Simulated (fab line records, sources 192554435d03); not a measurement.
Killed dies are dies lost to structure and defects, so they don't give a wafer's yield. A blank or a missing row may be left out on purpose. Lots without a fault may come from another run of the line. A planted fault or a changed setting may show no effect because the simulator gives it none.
Chamber matching | flow n5_finfet | N5_BEOL_M12_ETCH_59 on rie_diel-03: 4 sister chambers
The step etches BARC in N2/H2, target depth 89 nm, overetch 26.7 nm, time 67.9 s. 4 wafers are shown with their chamber, then 7 later ones without.

WAFERS WITH THEIR CHAMBER
wafer  | chamber | showerhead_plenum_p_Torr (Torr)
L080.4 | 2       | 2.69
L081.1 | 3       | 2.60
L085.2 | 0       | 2.46
L085.4 | 1       | 2.49

WAFERS WITHOUT THEIR CHAMBER
wafer  | showerhead_plenum_p_Torr (Torr)
L085.5 | 2.60
L090.2 | 2.59
L090.3 | 2.46
L090.5 | 2.48
L093.3 | 2.48
L093.5 | 2.48
L093.6 | 2.45

WHICH CHAMBER EACH WENT THROUGH
wafer  | from the rows above     | in truth
L085.5 | 3                       | 3
L090.2 | 3                       | 3
L090.3 | 0                       | 0
L090.5 | can't be placed: 1 or 0 | 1
L093.3 | can't be placed: 1 or 0 | 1
L093.5 | can't be placed: 1 or 0 | 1
L093.6 | 0                       | 0
Placed correctly: 4 of 7. Can't be placed from these rows: 3 (the true chamber is among the candidates in 3). Placed wrongly: 0.
How it was worked out, from the rows above alone: a wafer's distance from a chamber is the root of the sum, over the readings, of the square of ((its reading less the chamber's mean) divided by the reading's scatter). The wafer belongs to the nearest chamber; if the next one is less than 2 further off, it can't be placed. A chamber's mean is the mean of its shown wafers. The scatter: with one shown wafer a chamber, the root of the mean of the squares of how far each hidden wafer lies from its nearest shown one.
